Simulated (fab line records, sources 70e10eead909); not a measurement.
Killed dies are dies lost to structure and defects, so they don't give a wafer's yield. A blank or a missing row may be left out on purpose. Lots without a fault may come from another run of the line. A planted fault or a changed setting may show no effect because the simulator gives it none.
Chamber matching | flow nand_harc | NHARC_A_STAIRCASE_ETCH_444 on rie_diel-12: 4 sister chambers
The step etches the open film in C4F8/O2, target depth 10200 nm, time 3400 s. 4 wafers are shown with their chamber, then 8 later ones without.

WAFERS WITH THEIR CHAMBER
wafer  | chamber | rf_vpp_V (V)
L081.1 | 0       | 809
L084.3 | 2       | 812
L084.4 | 1       | 803
L084.5 | 3       | 809

WAFERS WITHOUT THEIR CHAMBER
wafer  | rf_vpp_V (V)
L092.5 | 809
L092.6 | 802
L091.2 | 801
L091.4 | 807
L091.5 | 807
L097.1 | 808
L097.4 | 803
L097.5 | 807

WHICH CHAMBER EACH WENT THROUGH
wafer  | from the rows above          | in truth
L092.5 | can't be placed: 0 or 3      | 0
L092.6 | 1                            | 1
L091.2 | 1                            | 1
L091.4 | can't be placed: 0 or 3 or 1 | 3
L091.5 | can't be placed: 0 or 3 or 1 | 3
L097.1 | can't be placed: 0 or 3      | 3
L097.4 | 1                            | 1
L097.5 | can't be placed: 0 or 3 or 1 | 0
Placed correctly: 3 of 8. Can't be placed from these rows: 5 (the true chamber is among the candidates in 5). Placed wrongly: 0.
How it was worked out, from the rows above alone: a wafer's distance from a chamber is the root of the sum, over the readings, of the square of ((its reading less the chamber's mean) divided by the reading's scatter). The wafer belongs to the nearest chamber; if the next one is less than 2 further off, it can't be placed. A chamber's mean is the mean of its shown wafers. The scatter: with one shown wafer a chamber, the root of the mean of the squares of how far each hidden wafer lies from its nearest shown one.
